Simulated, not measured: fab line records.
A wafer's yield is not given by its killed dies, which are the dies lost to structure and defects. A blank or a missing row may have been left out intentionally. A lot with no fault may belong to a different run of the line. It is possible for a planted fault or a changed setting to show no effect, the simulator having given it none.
Struck lot and sound lot, side by side + flow nand_harc + 13 steps out of a route of 1159
Sound: the wafers L699.1, L699.3, L699.6. Struck: wafers L710.1, L710.2, L710.6. The cause comes at the end.
At each step with rows: each side's tool, then ch and its chambers, then its first start. Under that, the readings that differ: sound wafers + struck wafers + difference of the means + sigmas: that difference in standard deviations of wafers without a fault.
alike: a reading whose means differ by less than 2 such deviations, as well as words and numbers matching on both sides. not compared: withheld readings; readings where some wafer has no value; bounds like >300 that might hide an equal value; numbers whose values overlap and for which the record gives no deviation.
The two part at a step that has a row with sigmas, a row that says differs or no value, or rows on one side only. When numbers do not overlap yet have no deviation, they are printed without sigmas and do not part them. A reading missing from all wafers of one side parts the sides only when that side holds two or more wafers.

first, 3 steps without rows for these wafers: NHARC_A_STAIRCASE_STRIP_255 (strips in SPM, time 900 s); NHARC_A_STAIRCASE_PRECLEAN_256 (cleans in SC1); NHARC_A_STAIRCASE_SRD_257.
NHARC_A_STAIRCASE_HM_DEP_456: deposits aC, target thk 1500 nm.
  sound on acl_dep-02 ch 0, day 11 22:56; struck on acl_dep-01 ch 0, day 14 08:32
  alike: throttle_valve_pct
NHARC_A_STAIRCASE_DEP_259: deposits SiON, target thk 30 nm.
  sound on pecvd-04 ch 0,1,2, day 12 00:50; struck on pecvd-04 ch 0,1,2, day 14 10:24
  alike: chamber_pressure_Torr, heater_power_w
then, 7 steps without rows for these wafers: NHARC_A_STAIRCASE_DEHYDRATE_281 (time 120 s); NHARC_A_STAIRCASE_HMDS_282 (time 30 s); NHARC_A_STAIRCASE_COAT_283; NHARC_A_STAIRCASE_SOFTBAKE_284 (time 170 s); NHARC_A_STAIRCASE_EBR_285; NHARC_A_STAIRCASE_EXPOSE_286 (exposes mask CHOP 100); NHARC_A_STAIRCASE_PEB_287 (peb time 130 s).
NHARC_A_STAIRCASE_DEVELOP_288: time 140 s.
  struck on litho_track-03, day 14 11:00; sound on litho_track-05 ch 0, day 12 01:00
  no value came back on the struck wafers for chill_plate_temp_C (C), exhaust_pa (Pa); on the sound wafers chill_plate_temp_C (C) reads 23.06 22.88 22.96

WHERE THEY PART
NHARC_A_STAIRCASE_DEVELOP_288 only, going by this record.

WHY: what had been put in by the simulator
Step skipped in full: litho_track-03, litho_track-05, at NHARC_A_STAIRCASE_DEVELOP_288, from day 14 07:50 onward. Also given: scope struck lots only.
